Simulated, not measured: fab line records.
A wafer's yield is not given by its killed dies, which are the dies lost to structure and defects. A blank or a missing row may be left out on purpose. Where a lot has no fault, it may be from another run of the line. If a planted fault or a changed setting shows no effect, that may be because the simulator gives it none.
fab line records | flow n5Finfet
record: lots: 7 | wafers: 18 | lastDay: 17
route steps=1938 shown BEOL_M7@1308 PASSIVATION@1936
lots with no fault: from the same line, run without faults
startH: hours from the record's opening day to when the first of the lot's shown wafers began | waitH: hours since the lot's step before | " as in the row above | L1.1+2: a single row standing in for several wafers | - no value, or no start was given | * or withheld: withheld | < > ~ a bound
route shown NAME@n: names a module that has steps shown in the file, with the first one's number in the route | usual: mean and standard deviation over wafers with no fault | same: alike in all rows | chamber/n: place in a boat | sites: per-site readings | _std_site: how widely they spread, as a standard deviation | _edge_site: inner sites' mean taken away from outer sites' mean | radiusMm: for every site, how far away it sits from the centre of the wafer | mask NAME#n: copy n | behind: the last tool/chamber to shape the wafer | hold: reason for holding the lot/hours on hold/outcome of the hold | device: which transistor (n, p or np) failed to switch | end of line: the same wafers' tests at the end of the route | where a step has no rows: the recipe by itself | killed: not the wafer's yield, but the dies lost to structure and defects at the first sort | map: per-die view of a wafer (x killed, . not killed, _ where there is no die)
set.NAME: the setting as run; set.NAME@STEP: as run at that earlier step | model.NAME: the simulator's own value behind a step, which no gauge read
lots at selected steps of the route; one table per step, one row per wafer
services: from which hour (startH, from the record's first day; less than 0 if before it) a tool's chamber was out of use, for how many hours, and why
== steps ==
step: N5_BEOL_M7_TRENCH_ETCH_37
recipe: chemistry: C4F6/O2 | targetDepthA: 934.78 | target: SiCOH_lowk | timeS: 31.2 | ionEnergyEv: 250 | pressureMtorr: 30 | sourceW: 345 | biasW: 185 | Ar_flow_sccm: 300 | C4F6_flow_sccm: 10 | O2_flow_sccm: 10
usual: drypumpMotorCurrentA: 5.7/0.47 | mfcArSccm: 300.0/0.93 | oes_f_703_au: 0.78/0.06 | oesProductAu: 0.77/0.061 | rfVppV: 664/14 | showerheadPlenumPTorr: 2.83/0.093 | throttleValvePct: 20.87/0.17
lot.wafer | tool       | chamber | startH | waitH | drypumpMotorCurrentA | mfcArSccm | oes_f_703_au | oesProductAu | rfHoursCounterH | rfVppV | showerheadPlenumPTorr | throttleValvePct
L922.3    | rieDiel-05 | 1       | -      | -     | 6.5                  | 300.6     | 0.89         | 0.90         | 19              | 679    | 2.79                  | 20.74
L922.4    | "          | 2       | "      | "     | 4.8                  | 299.2     | 0.84         | 0.85         | 65              | 659    | 2.91                  | 20.93
L922.5    | "          | 0       | "      | "     | 5.6                  | 300.0     | 0.73         | 0.68         | -               | 649    | 2.81                  | 21.02
L923.2    | rieDiel-06 | 2       | -      | -     | 6.1                  | 298.7     | 0.77         | 0.75         | 132             | 651    | 2.87                  | 21.23
L923.4    | "          | 1       | "      | "     | 5.6                  | 299.4     | 0.78         | 0.77         | 142             | 668    | 2.62                  | 20.92
L923.5    | "          | 3       | "      | "     | 5.7                  | 300.8     | 0.71         | 0.71         | -               | 680    | 2.96                  | 21.02
L927.3    | rieDiel-03 | 3       | -      | -     | 5.1                  | 301.0     | 0.77         | 0.78         | 117             | 653    | 2.98                  | 20.97
L927.5    | "          | 3       | "      | "     | 5.1                  | 301.3     | 0.78         | 0.77         | -               | 653    | 2.98                  | 20.96
L928.3    | rieDiel-06 | 1       | -      | -     | 5.5                  | 298.9     | 0.77         | 0.78         | 145             | 667    | 2.61                  | 20.94
L928.5    | "          | 3       | "      | "     | 5.7                  | 299.4     | 0.70         | 0.72         | -               | 680    | 2.96                  | 21.01
L932.5    | rieDiel-03 | 1       | -      | -     | 5.4                  | 300.4     | 0.85         | 0.83         | -               | 636    | 2.78                  | 20.79
L932.6    | "          | 0       | "      | "     | 5.5                  | 299.9     | 0.72         | 0.73         | -               | 680    | 2.80                  | 20.69
L937.2    | rieDiel-05 | 0       | -      | -     | 5.6                  | 300.7     | 0.70         | 0.68         | 249             | 650    | 2.79                  | 21.06
L937.3    | "          | 1       | "      | "     | 6.5                  | 300.1     | 0.83         | 0.84         | 49              | 677    | 2.78                  | 20.81
L937.4    | "          | 3       | "      | "     | 6.1                  | 301.2     | 0.73         | 0.73         | 196             | 676    | 2.82                  | 20.87
L938.1    | rieDiel-03 | 1       | -      | -     | 5.4                  | 299.6     | 0.84         | 0.83         | 88              | 639    | 2.77                  | 20.80
L938.4    | "          | 3       | "      | "     | 5.1                  | 299.0     | 0.76         | 0.77         | 138             | 653    | 2.97                  | 21.02
L938.6    | "          | 0       | "      | "     | 5.5                  | 300.1     | 0.72         | 0.73         | -               | 680    | 2.80                  | 20.71
step: N5_BEOL_M7_ETCH_41
recipe: chemistry: CH3F/O2 | target: SiCN | targetDepthA: 319 | taperDeg: 2 | timeS: 57.8 | ionEnergyEv: 120 | maskMaterial: TiN | pressureMtorr: 30 | sourceW: 395 | biasW: 75 | Ar_flow_sccm: 150 | CH3F_flow_sccm: 30 | O2_flow_sccm: 20
usual: drypumpMotorCurrentA: 5.7/0.47 | mfcArSccm: 149.9/0.47 | oesProductAu: 0.77/0.061 | rfVppV: 297.0/1.7 | showerheadPlenumPTorr: 1.99/0.068 | throttleValvePct: 16.28/0.15
lot.wafer | tool       | chamber | startH | waitH | drypumpMotorCurrentA | mfcArSccm | oesProductAu | rfHoursCounterH | rfVppV | showerheadPlenumPTorr | throttleValvePct
L922.3    | rieDiel-05 | 1       | -      | -     | 6.5                  | 150.5     | 0.90         | 19              | 296.1  | 1.96                  | 16.09
L922.4    | "          | 2       | "      | "     | 4.8                  | 149.7     | 0.85         | 65              | 298.4  | 2.04                  | 16.23
L922.5    | "          | 0       | "      | "     | 5.6                  | 148.7     | 0.70         | -               | 297.2  | 1.97                  | 16.47
L923.2    | rieDiel-06 | 2       | -      | -     | 6.0                  | 149.2     | 0.76         | 132             | 298.3  | 2.02                  | 16.56
L923.4    | "          | 1       | "      | "     | 5.5                  | 150.0     | 0.79         | 142             | 292.4  | 1.83                  | 16.38
L923.5    | "          | 3       | "      | "     | 5.7                  | 150.1     | 0.73         | -               | 297.8  | 2.08                  | 16.38
L927.3    | rieDiel-03 | 3       | -      | -     | 5.1                  | 149.8     | 0.79         | 117             | 298.9  | 2.10                  | 16.35
L927.5    | "          | 3       | "      | "     | 5.1                  | 149.4     | 0.77         | -               | 299.8  | 2.10                  | 16.36
L928.3    | rieDiel-06 | 1       | -      | -     | 5.5                  | 150.0     | 0.79         | 145             | 294.3  | 1.83                  | 16.38
L928.5    | "          | 3       | "      | "     | 5.7                  | 150.2     | 0.73         | -               | 300.5  | 2.08                  | 16.39
L932.5    | rieDiel-03 | 1       | -      | -     | 5.4                  | 150.4     | 0.83         | -               | 296.7  | 1.95                  | 16.14
L932.6    | "          | 0       | "      | "     | 5.5                  | 150.7     | 0.73         | -               | 296.6  | 1.97                  | 16.22
L937.2    | rieDiel-05 | 0       | -      | -     | 5.6                  | 149.8     | 0.68         | 249             | 297.1  | 1.96                  | 16.54
L937.3    | "          | 1       | "      | "     | 6.5                  | 149.9     | 0.83         | 49              | 295.8  | 1.95                  | 16.15
L937.4    | "          | 3       | "      | "     | 6.1                  | 150.0     | 0.73         | 196             | 297.2  | 1.98                  | 16.33
L938.1    | rieDiel-03 | 1       | -      | -     | 5.4                  | 149.3     | 0.83         | 88              | 297.0  | 1.94                  | 16.17
L938.4    | "          | 3       | "      | "     | 5.1                  | 149.6     | 0.77         | 138             | 297.9  | 2.09                  | 16.38
L938.6    | "          | 0       | "      | "     | 5.5                  | 149.6     | 0.72         | -               | 296.7  | 1.97                  | 16.21
step: N5_BEOL_M7_STRIP_80
recipe: chemistry: N2/H2 | timeS: 10 | powerW: 450 | tempC: 40 | pressureMtorr: 20 | rfFrequencyHz: 6e+07 | biasPowerW: 7 | n2FlowSccm: 200 | h2FlowSccm: 200
step: N5_BEOL_M7_OCD_MEAS_38
usual: trenchDepthNm: 93.2/1.9
lot.wafer | tool   | chamber | startH | waitH | trenchDepthNm
L922.3    | ocd-02 | -       | 229.73 | -     | 94.8
L922.4    | "      | -       | "      | "     | 94.7
L922.5    | "      | -       | "      | "     | 88.8
L923.2    | ocd-02 | -       | 261.89 | -     | 90.8
L923.4    | "      | -       | "      | "     | 93.7
L923.5    | "      | -       | "      | "     | 89.9
L927.3    | ocd-02 | -       | 269.89 | -     | 90.0
L927.5    | "      | -       | "      | "     | 89.9
L928.3    | ocd-02 | -       | 270.19 | -     | 95.8
L928.5    | "      | -       | "      | "     | 90.7
L932.5    | ocd-02 | -       | 300.54 | -     | 96.4
L932.6    | "      | -       | "      | "     | 94.0
L937.2    | ocd-02 | -       | 330.96 | -     | 91.8
L937.3    | "      | -       | "      | "     | 93.3
L937.4    | "      | -       | "      | "     | 92.1
L938.1    | ocd-02 | -       | 334.42 | -     | 96.4
L938.4    | "      | -       | "      | "     | 92.0
L938.6    | "      | -       | "      | "     | 94.8
step: N5_BEOL_M7_HM_STRIP_39
recipe: chemistry: peroxideTinStrip | material: TiN | targetDepthA: 250 | tempC: 50 | timeS: 158
step: N5_BEOL_M7_SRD_40
recipe: timeS: 30 | tempC: 23 | rinseLiquid: diw | dry: ipaMarangoni
step: N5_BEOL_M7_PRECLEAN_42
recipe: chemistry: residueRemover | timeS: 60 | tempC: 40
step: N5_BEOL_M7_SRD_43
recipe: timeS: 30 | tempC: 23 | rinseLiquid: diw | dry: ipaMarangoni
step: N5_BEOL_M7_CD_MEAS_35
recipe: targetCdNm: 40 | polarity: opening
usual: cdNm: 40.1/0.56
lot.wafer | tool     | chamber | startH | waitH | cdNm
L922.3    | cdSem-03 | -       | 229.98 | 0.0   | 39.7
L922.4    | "        | -       | "      | "     | 40.1
L922.5    | "        | -       | "      | "     | 39.6
L923.2    | cdSem-01 | -       | 262.05 | 0.0   | 40.6
L923.4    | "        | -       | "      | "     | 39.1
L923.5    | "        | -       | "      | "     | 39.9
L927.3    | cdSem-03 | -       | 270.04 | 0.0   | 41.3
L927.5    | "        | -       | "      | "     | 40.8
L928.3    | cdSem-01 | -       | 270.35 | 0.0   | 40.2
L928.5    | "        | -       | "      | "     | 39.7
L932.5    | cdSem-02 | -       | 300.69 | 0.0   | 40.2
L932.6    | "        | -       | "      | "     | 40.6
L937.2    | cdSem-01 | -       | 331.12 | 0.0   | 39.2
L937.3    | "        | -       | "      | "     | 39.8
L937.4    | "        | -       | "      | "     | 39.5
L938.1    | cdSem-03 | -       | 334.58 | 0.0   | 40.8
L938.4    | "        | -       | "      | "     | 40.6
L938.6    | "        | -       | "      | "     | 40.4
step: N5_BEOL_M7_CURE_75
recipe: tempC: 370 | timeS: 120 | ambient: DMADMS/He | material: SiCOH_lowk
usual: lampPowerPct: 52.31/0.052 | wafer_temp_C_max: 371.8/0.74
lot.wafer | tool      | chamber | startH | waitH | lampPowerPct | wafer_temp_C_max
L922.3    | uvCure-03 | 2       | 230.12 | 0.1   | 52.34        | 371.8
L922.4    | "         | 2       | "      | "     | 52.27        | 371.4
L922.5    | "         | 2       | "      | "     | 52.30        | 371.2
L923.2    | uvCure-01 | 2       | 262.26 | 0.2   | 52.36        | 371.8
L923.4    | "         | 2       | "      | "     | 52.31        | 372.3
L923.5    | "         | 2       | "      | "     | 52.33        | 371.4
L927.3    | uvCure-03 | 1       | 270.18 | 0.1   | 52.30        | 371.8
L927.5    | "         | 1       | "      | "     | 52.36        | 372.1
L928.3    | uvCure-02 | 2       | 270.51 | 0.2   | 52.26        | 371.6
L928.5    | "         | 2       | "      | "     | 52.32        | 370.7
L932.5    | uvCure-02 | 0       | 300.92 | 0.2   | 52.18        | 372.9
L932.6    | "         | 0       | "      | "     | 52.28        | 373.2
L937.2    | uvCure-02 | 0       | 331.21 | 0.1   | 52.28        | 372.5
L937.3    | "         | 0       | "      | "     | 52.23        | 371.7
L937.4    | "         | 0       | "      | "     | 52.41        | 372.2
L938.1    | uvCure-03 | 1       | 334.62 | 0.0   | 52.33        | 371.4
L938.4    | "         | 1       | "      | "     | 52.27        | 372.3
L938.6    | "         | 1       | "      | "     | 52.36        | 372.7
step: N5_BEOL_M7_DEGAS_44
recipe: ambient: vacuum | tempC: 250 | timeS: 60
step: N5_BEOL_M7_PRE_CLEAN_45
recipe: gas: H2/He | timeS: 30 | tempC: 250
usual: heaterPowerW: 342/34
lot.wafer | tool          | chamber | startH | waitH | heaterPowerW
L922.3    | pvdSputter-01 | -       | 230.65 | 0.0   | 380
L922.4    | "             | -       | "      | "     | 353
L922.5    | "             | -       | "      | "     | 351
L923.2    | pvdSputter-03 | -       | 262.70 | 0.0   | 377
L923.4    | "             | -       | "      | "     | 320
L923.5    | "             | -       | "      | "     | 388
L927.3    | pvdSputter-02 | -       | 270.49 | 0.0   | 398
L927.5    | "             | -       | "      | "     | 262
L928.3    | pvdSputter-01 | -       | 271.77 | 0.0   | 346
L928.5    | "             | -       | "      | "     | 337
L932.5    | pvdSputter-03 | -       | 302.48 | 0.0   | 382
L932.6    | "             | -       | "      | "     | 320
L937.2    | pvdSputter-01 | -       | 331.52 | 0.0   | 384
L937.3    | "             | -       | "      | "     | 342
L937.4    | "             | -       | "      | "     | 339
L938.1    | pvdSputter-02 | -       | 335.03 | 0.0   | 269
L938.4    | "             | -       | "      | "     | 399
L938.6    | "             | -       | "      | "     | 271
step: N5_BEOL_M7_ALD_77
recipe: material: TaN | targetThkA: 20 | tempC: 275 | aldPrecursorFamily: PDMAT | aldCoReactant: NH3 | pressureTorr: 3 | carrierFlowSccm: 1500 | pulseTimeS: 2 | purgeTimeS: 3 | coReactantPurgeTimeS: 2 | coReactantPulseTimeS: 3 | aldCycles: 40 | precursorVesselTempC: 75 | precursorVesselPressureTorr: 26.25 | precursorVesselCarrierSccm: 1000
usual: aldCycles: 40/0 | heaterPowerW: 422/41
lot.wafer | tool        | chamber | startH | waitH | aldCycles | heaterPowerW
L922.3    | aldMetal-02 | 3       | 230.74 | 0.1   | 40        | 436
L922.4    | "           | 3       | "      | "     | 40        | 425
L922.5    | "           | 2       | "      | "     | 40        | 407
L923.2    | aldMetal-01 | 1       | 262.88 | 0.2   | 40        | 431
L923.4    | "           | 1       | "      | "     | 40        | 439
L923.5    | "           | 0       | "      | "     | 40        | 408
L927.3    | aldMetal-01 | 3       | 270.56 | 0.1   | 40        | 417
L927.5    | "           | 0       | "      | "     | 43        | 425
L928.3    | aldMetal-01 | 2       | 271.83 | 0.0   | 40        | 450
L928.5    | "           | 2       | "      | "     | 43        | 433
L932.5    | aldMetal-01 | 0       | 302.66 | 0.2   | 43        | 427
L932.6    | "           | 3       | "      | "     | 40        | 414
L937.2    | aldMetal-02 | 0       | 331.58 | 0.0   | 40        | 434
L937.3    | "           | 0       | "      | "     | 40        | 430
L937.4    | "           | 3       | "      | "     | 40        | 440
L938.1    | aldMetal-02 | 3       | 335.11 | 0.1   | 40        | 437
L938.4    | "           | 0       | "      | "     | 40        | 434
L938.6    | "           | 3       | "      | "     | 40        | 426
step: N5_BEOL_M7_SURFACE_TREAT_79
recipe: gas: Ar | timeS: * | ionEnergyEv: * | ionCurrentMaCm2: 0.5 | pressureMtorr: * | arFlowSccm: 30
usual: throttleValvePct: *
lot.wafer | tool          | chamber | startH | waitH | throttleValvePct
L922.3    | pvdSputter-01 | -       | 231.25 | 0.4   | *
L922.4    | "             | -       | "      | "     | *
L922.5    | "             | -       | "      | "     | *
L923.2    | pvdSputter-03 | -       | 263.28 | 0.3   | *
L923.4    | "             | -       | "      | "     | *
L923.5    | "             | -       | "      | "     | *
L927.3    | pvdSputter-02 | -       | 270.85 | 0.2   | *
L927.5    | "             | -       | "      | "     | *
L928.3    | pvdSputter-01 | -       | 272.21 | 0.2   | *
L928.5    | "             | -       | "      | "     | *
L932.5    | pvdSputter-03 | -       | 302.90 | 0.1   | *
L932.6    | "             | -       | "      | "     | *
L937.2    | pvdSputter-01 | -       | 332.07 | 0.4   | *
L937.3    | "             | -       | "      | "     | *
L937.4    | "             | -       | "      | "     | *
L938.1    | pvdSputter-02 | -       | 335.53 | 0.3   | *
L938.4    | "             | -       | "      | "     | *
L938.6    | "             | -       | "      | "     | *
step: N5_PASSIVATION_PROBE_49
usual: defectLimitedYield: 91.1/1.4 | killed_at_M0_to_M3: 32/9.3 | killed_at_M4_up: 13/5.8 | killedAtContacts: 12/6.3 | killedAtFrontEnd: 44/12 | killedAtOther: 3.6/2.7 | killedDies: 104/17 | killedOnRim: 14/3.9 | killedOpen: 69/13 | killedShort: 34/6.9 | sort_bin_5_function: 5.2/0.98 | sort_bin_6_memory: 3.3/0.59 | sort_bin_8_speed: 0.01/0.039 | sortNPass: 1075/17 | sortYieldPct: 91.1/1.4
same: grossDies: 1180 | killedAtBackSide: 0 | sort_bin_4_leakage[%]: 0
lot.wafer | tool      | chamber | startH | waitH | defectLimitedYield[%] | killed_at_M0_to_M3 | killed_at_M4_up | killedAtContacts | killedAtFrontEnd | killedAtOther | killedDies | killedOnRim | killedOpen | killedShort | sort_bin_5_function[%] | sort_bin_6_memory[%] | sort_bin_8_speed[%] | sortNPass | sortYieldPct[%]
L922.3    | prober-01 | -       | 308.06 | 0.1   | 90.8                  | 29                 | 5               | 13               | 61               | 0             | 108        | 15          | 65         | 42          | 6.4                    | 2.5                  | 0                   | 1072      | 90.8
L922.4    | prober-01 | -       | 308.11 | 0.2   | 91.6                  | 24                 | 6               | 3                | 65               | 1             | 99         | 15          | 62         | 36          | 4.7                    | 3.4                  | 0                   | 1081      | 91.6
L922.5    | prober-01 | -       | 308.16 | 0.2   | 89.9                  | 25                 | 6               | 11               | 73               | 4             | 119        | 17          | 82         | 31          | 6.1                    | 3.3                  | 0                   | 1061      | 89.9
L923.2    | prober-01 | -       | 336.58 | 0.1   | 88.6                  | 28                 | 14              | 14               | 76               | 3             | 135        | 21          | 91         | 43          | 7.5                    | 3.6                  | 0                   | 1045      | 88.6
L923.4    | prober-01 | -       | 336.68 | 0.2   | 90.0                  | 31                 | 12              | 10               | 62               | 3             | 118        | 21          | 75         | 40          | 5.8                    | 3.6                  | 0                   | 1062      | 90.0
L923.5    | prober-01 | -       | 336.73 | 0.2   | 90.8                  | 38                 | 11              | 13               | 44               | 2             | 108        | 17          | 71         | 33          | 5.2                    | 3.5                  | 0                   | 1072      | 90.8
L927.3    | prober-01 | -       | 345.18 | 0.1   | 88.5                  | 38                 | 24              | 21               | 52               | 1             | 136        | 19          | 98         | 38          | 7.1                    | 4.2                  | 0                   | 1044      | 88.5
L927.5    | prober-01 | -       | 345.28 | 0.2   | 90.8                  | 27                 | 17              | 18               | 47               | 0             | 109        | 16          | 72         | 32          | 4.7                    | 3.6                  | 0.42                | 1066      | 90.3
L928.3    | prober-02 | -       | 351.38 | 0.1   | 91.9                  | 36                 | 9               | 6                | 41               | 3             | 95         | 8           | 65         | 30          | 4.1                    | 3.6                  | 0                   | 1085      | 91.9
L928.5    | prober-02 | -       | 351.48 | 0.2   | 92.3                  | 27                 | 9               | 13               | 38               | 4             | 91         | 13          | 56         | 34          | 4.7                    | 2.8                  | 0                   | 1089      | 92.3
L932.5    | prober-02 | -       | 391.28 | 0.2   | 90.3                  | 31                 | 32              | 11               | 35               | 5             | 114        | 18          | 78         | 28          | 6.3                    | 2.5                  | 0                   | 1066      | 90.3
L932.6    | prober-02 | -       | 391.33 | 0.3   | 91.9                  | 25                 | 20              | 8                | 42               | 0             | 95         | 12          | 63         | 30          | 4.2                    | 3.6                  | 0                   | 1085      | 91.9
L938.1    | prober-02 | -       | 408.54 | 0.0   | 92.1                  | 31                 | 5               | 10               | 45               | 2             | 93         | 10          | 62         | 29          | 4.9                    | 2.6                  | 0                   | 1087      | 92.1
L938.4    | prober-02 | -       | 408.69 | 0.2   | 91.4                  | 46                 | 12              | 8                | 33               | 3             | 102        | 14          | 74         | 26          | 5.2                    | 3.3                  | 0                   | 1078      | 91.4
L938.6    | prober-02 | -       | 408.79 | 0.3   | 90.8                  | 41                 | 8               | 8                | 47               | 4             | 108        | 16          | 61         | 37          | 5.4                    | 3.1                  | 0                   | 1072      | 90.8
L937.2    | prober-01 | -       | 418.82 | 0.1   | 92.0                  | 36                 | 9               | 13               | 35               | 1             | 94         | 10          | 66         | 28          | 4.3                    | 3.2                  | 0                   | 1086      | 92.0
L937.3    | prober-01 | -       | 418.87 | 0.1   | 91.5                  | 28                 | 9               | 9                | 48               | 6             | 100        | 10          | 75         | 25          | 5.1                    | 3.1                  | 0                   | 1080      | 91.5
L937.4    | prober-01 | -       | 418.92 | 0.2   | 92.5                  | 31                 | 10              | 17               | 30               | 1             | 89         | 19          | 59         | 30          | 4.4                    | 3.1                  | 0                   | 1091      | 92.5
killed by level:class
L922.3 STI_FIN_REVEAL:geometricParticle:open=17 MOL_CONTACT_COAG:geometricParticle:open=9 FIN_SAQP:geometricParticle:open=8 STI_FIN_REVEAL:geometricParticle:short=8 BEOL_M0_SAQP:geometricParticle:short=8 FIN_SAQP:geometricParticle:short=6 GATE_CUT:geometricParticle:short=6 BEOL_M3:geometricParticle:open=5
L922.4 STI_FIN_REVEAL:geometricParticle:open=22 GATE_CUT:geometricParticle:open=7 GATE_CUT:geometricParticle:short=7 BEOL_M0_SAQP:geometricParticle:open=7 FIN_SAQP:geometricParticle:short=6 SPACER0:geometricParticle:open=6 SPACER0:geometricParticle:short=5 BEOL_M0_SAQP:geometricParticle:short=5
L922.5 STI_FIN_REVEAL:geometricParticle:open=27 FIN_SAQP:geometricParticle:open=12 MOL_CONTACT_COAG:geometricParticle:open=10 FIN_SAQP:geometricParticle:short=7 BEOL_M0_SAQP:geometricParticle:open=7 BEOL_M0_SAQP:geometricParticle:short=6 BEOL_M2:geometricParticle:open=6 HKMG_FIN:areaEtch=6
L923.2 STI_FIN_REVEAL:geometricParticle:open=26 MOL_CONTACT_COAG:geometricParticle:open=9 BEOL_M2:geometricParticle:open=9 FIN_SAQP:geometricParticle:open=8 STI_FIN_REVEAL:geometricParticle:short=8 FIN_SAQP:geometricParticle:short=7 DUMMY_GATE:geometricParticle:open=5 MOL_CONTACT_COAG:geometricParticle:short=5
L923.4 STI_FIN_REVEAL:geometricParticle:open=20 FIN_SAQP:geometricParticle:open=11 FIN_SAQP:geometricParticle:short=8 STI_FIN_REVEAL:geometricParticle:short=8 MOL_CONTACT_COAG:geometricParticle:open=8 BEOL_M0_SAQP:geometricParticle:short=8 BEOL_M4:geometricParticle:open=6 BEOL_M1:geometricParticle:open=5
L923.5 STI_FIN_REVEAL:geometricParticle:open=15 BEOL_M2:geometricParticle:open=13 MOL_CONTACT_COAG:geometricParticle:open=9 BEOL_M0_SAQP:geometricParticle:short=9 FIN_SAQP:geometricParticle:open=5 STI_FIN_REVEAL:geometricParticle:short=4 SPACER0:geometricParticle:short=4 MOL_CONTACT_COAG:geometricParticle:short=4
L927.3 BEOL_M2:geometricParticle:open=21 MOL_CONTACT_COAG:geometricParticle:open=17 STI_FIN_REVEAL:geometricParticle:open=12 BEOL_M4:geometricParticle:open=9 FIN_SAQP:geometricParticle:open=7 DUMMY_GATE:geometricParticle:open=6 BEOL_M0_SAQP:geometricParticle:short=6 FIN_SAQP:geometricParticle:short=5
L927.5 BEOL_M2:geometricParticle:open=16 MOL_CONTACT_COAG:geometricParticle:open=15 FIN_SAQP:geometricParticle:short=8 BEOL_M4:geometricParticle:open=7 GATE_CUT:geometricParticle:short=7 DUMMY_GATE:geometricParticle:open=5 GATE_CUT:geometricParticle:open=5 BEOL_M1:geometricParticle:open=5
L928.3 BEOL_M0_SAQP:geometricParticle:open=15 FIN_SAQP:geometricParticle:open=14 BEOL_M3:geometricParticle:open=9 FIN_SAQP:geometricParticle:short=7 DUMMY_GATE:geometricParticle:open=7 MOL_CONTACT_COAG:geometricParticle:open=6 BEOL_M0_SAQP:geometricParticle:short=6 DUMMY_GATE:geometricParticle:short=3
L928.5 MOL_CONTACT_COAG:geometricParticle:open=13 FIN_SAQP:geometricParticle:open=12 FIN_SAQP:geometricParticle:short=9 GATE_CUT:geometricParticle:short=5 BEOL_M1:geometricParticle:short=5 BEOL_M1:geometricParticle:open=4 STARTING-WAFER:geometricParticle:open=4 DUMMY_GATE:geometricParticle:open=3
L932.5 BEOL_M4:geometricParticle:open=17 BEOL_M2:geometricParticle:open=12 FIN_SAQP:geometricParticle:open=8 MOL_CONTACT_COAG:geometricParticle:open=8 HKMG_FIN:areaEtch=7 DUMMY_GATE:geometricParticle:open=6 BEOL_M0_SAQP:geometricParticle:open=6 FIN_SAQP:geometricParticle:short=5
L932.6 DUMMY_GATE:geometricParticle:open=8 BEOL_M0_SAQP:geometricParticle:open=8 FIN_SAQP:geometricParticle:short=6 STI_FIN_REVEAL:geometricParticle:open=6 BEOL_M1:geometricParticle:open=6 GATE_CUT:geometricParticle:open=5 MOL_CONTACT_COAG:geometricParticle:open=5 BEOL_M0_SAQP:geometricParticle:short=5
L938.1 STI_FIN_REVEAL:geometricParticle:open=13 FIN_SAQP:geometricParticle:open=12 BEOL_M0_SAQP:geometricParticle:short=9 FIN_SAQP:geometricParticle:short=8 BEOL_M0_SAQP:geometricParticle:open=8 BEOL_M2:geometricParticle:open=8 MOL_CONTACT_COAG:geometricParticle:open=7 MOL_CONTACT_COAG:geometricParticle:short=3
L938.4 BEOL_M2:geometricParticle:open=14 BEOL_M0_SAQP:geometricParticle:open=12 FIN_SAQP:geometricParticle:short=9 BEOL_M4:geometricParticle:open=9 FIN_SAQP:geometricParticle:open=8 MOL_CONTACT_COAG:geometricParticle:open=8 BEOL_M0_SAQP:geometricParticle:short=8 STI_FIN_REVEAL:geometricParticle:open=4
L938.6 FIN_SAQP:geometricParticle:open=11 BEOL_M0_SAQP:geometricParticle:short=10 BEOL_M0_SAQP:geometricParticle:open=8 STI_FIN_REVEAL:geometricParticle:open=7 BEOL_M2:geometricParticle:open=7 BEOL_M1:geometricParticle:open=6 FIN_SAQP:geometricParticle:short=5 HKMG_FIN:areaEtch=5
L937.2 MOL_CONTACT_COAG:geometricParticle:open=8 FIN_SAQP:geometricParticle:open=7 DUMMY_GATE:geometricParticle:open=7 STI_FIN_REVEAL:geometricParticle:open=7 BEOL_M0_SAQP:geometricParticle:short=7 BEOL_M3:geometricParticle:open=7 BEOL_M0_SAQP:geometricParticle:open=6 MOL_CONTACT_COAG:geometricParticle:short=5
L937.3 FIN_SAQP:geometricParticle:open=18 STI_FIN_REVEAL:geometricParticle:open=8 DUMMY_GATE:geometricParticle:open=8 MOL_CONTACT_COAG:geometricParticle:open=6 BEOL_M1:geometricParticle:open=6 FIN_SAQP:geometricParticle:short=5 BEOL_M0_SAQP:geometricParticle:open=5 BEOL_M0_SAQP:geometricParticle:short=5
L937.4 MOL_CONTACT_COAG:geometricParticle:open=13 BEOL_M0_SAQP:geometricParticle:open=9 BEOL_M0_SAQP:geometricParticle:short=8 BEOL_M2:geometricParticle:open=8 FIN_SAQP:geometricParticle:open=6 STI_FIN_REVEAL:geometricParticle:open=6 FIN_SAQP:geometricParticle:short=5 DUMMY_GATE:geometricParticle:open=4
== services ==
tool          | chamber | startH | hours | kind
aldMetal-02   | 0       | 206.00 | 27.8  | repair
uvCure-02     | -       | 218.70 | 7.5   | pm
rieDiel-03    | 2       | 225.59 | 2.0   | repair
uvCure-01     | -       | 233.17 | 1.3   | repair
rieDiel-05    | 0       | 241.22 | 3.8   | repair
uvCure-02     | -       | 251.33 | 0.5   | repair
aldMetal-02   | 2       | 257.74 | 11.7  | repair
aldMetal-01   | 3       | 259.45 | 5.5   | repair
uvCure-03     | -       | 265.96 | 2.8   | repair
uvCure-02     | -       | 269.09 | 0.7   | repair
rieDiel-06    | 3       | 291.19 | 8.3   | repair
aldMetal-01   | -       | 291.55 | 8.7   | pm
pvdSputter-02 | -       | 301.83 | 7.9   | repair
aldMetal-01   | 2       | 302.09 | 3.9   | repair
uvCure-03     | -       | 311.18 | 7.1   | pm
aldMetal-01   | -       | 317.65 | 2.7   | repair
rieDiel-05    | 0       | 320.99 | 2.0   | repair
aldMetal-02   | 1       | 327.40 | 21.6  | repair
aldMetal-02   | 2       | 329.68 | 6.1   | repair
rieDiel-06    | 1       | 332.37 | 8.2   | repair
rieDiel-05    | 0       | 334.81 | -     | clean
rieDiel-05    | 0       | 334.81 | -     | consumableReplace:focusRing
rieDiel-05    | 0       | 334.81 | 13.4  | scheduledDown
rieDiel-05    | 0       | 334.81 | 13.4  | ventCycle
== key ==
firstSign: step: N5_BEOL_M7_ALD_77 | reading: aldCycles | direction: up | sigmas: 99+ | usual: * | struck: *
effect none on later readings
metAt N5_BEOL_M7_ALD_77
struckWafers L927.5,L928.5,L932.5
onsetBetween 262.88 270.56
fault: kind: processParameterDrift | tool: aldMetal-01 | chamber: - | onsetH: 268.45 | steps: N5_BEOL_M7_ALD_77 | channel: aldCycles | offset: * | shape: step | endH: 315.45 | scope: struckWafersOnly | actsIn: * | stated: *
